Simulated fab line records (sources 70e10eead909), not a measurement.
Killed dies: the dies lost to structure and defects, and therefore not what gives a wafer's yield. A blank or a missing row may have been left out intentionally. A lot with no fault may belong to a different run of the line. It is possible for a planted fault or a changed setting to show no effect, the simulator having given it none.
Matching of chambers ; flow nand harc ; rie diel-11 running NHARC_A_STAIRCASE_TRIM_229: 4 sister chambers
The step chemistry O2, time 211.2 s. 4 wafers are shown with their chamber, then 7 later ones without.

== WAFERS PAIRED WITH THEIR CHAMBERS ==
wafer;chamber;showerhead plenum p Torr (Torr)
L615.3;1;3.47
L616.6;2;3.27
L617.1;0;3.52
L617.2;3;3.75

== WAFERS WITH NO CHAMBER GIVEN ==
wafer;showerhead plenum p Torr (Torr)
L617.4;3.46
L618.3;3.75
L618.4;3.46
L618.5;3.27
L619.4;3.52
L619.5;3.75
L619.6;3.27

== WHICH CHAMBER EACH WENT THROUGH ==
wafer;from the rows above;in truth
L617.4;1;1
L618.3;3;3
L618.4;1;1
L618.5;2;2
L619.4;0;0
L619.5;3;3
L619.6;2;2
Correctly placed: 7 of 7. Not placeable from these rows: 0. Wrongly placed: 0.
How it was worked out, from the rows above alone: a wafer's distance from a chamber is the root of the sum, over the readings, of the square of ((its reading less the chamber's mean) divided by the reading's scatter). If the next closest chamber is less than 2 further off than the closest, the wafer can't be placed; otherwise it belongs to the closest. The mean given for a chamber averages the wafers shown for that chamber. The scatter (one wafer shown for each chamber): square how far every hidden wafer sits from the nearest shown wafer, average those squares and take the square root.
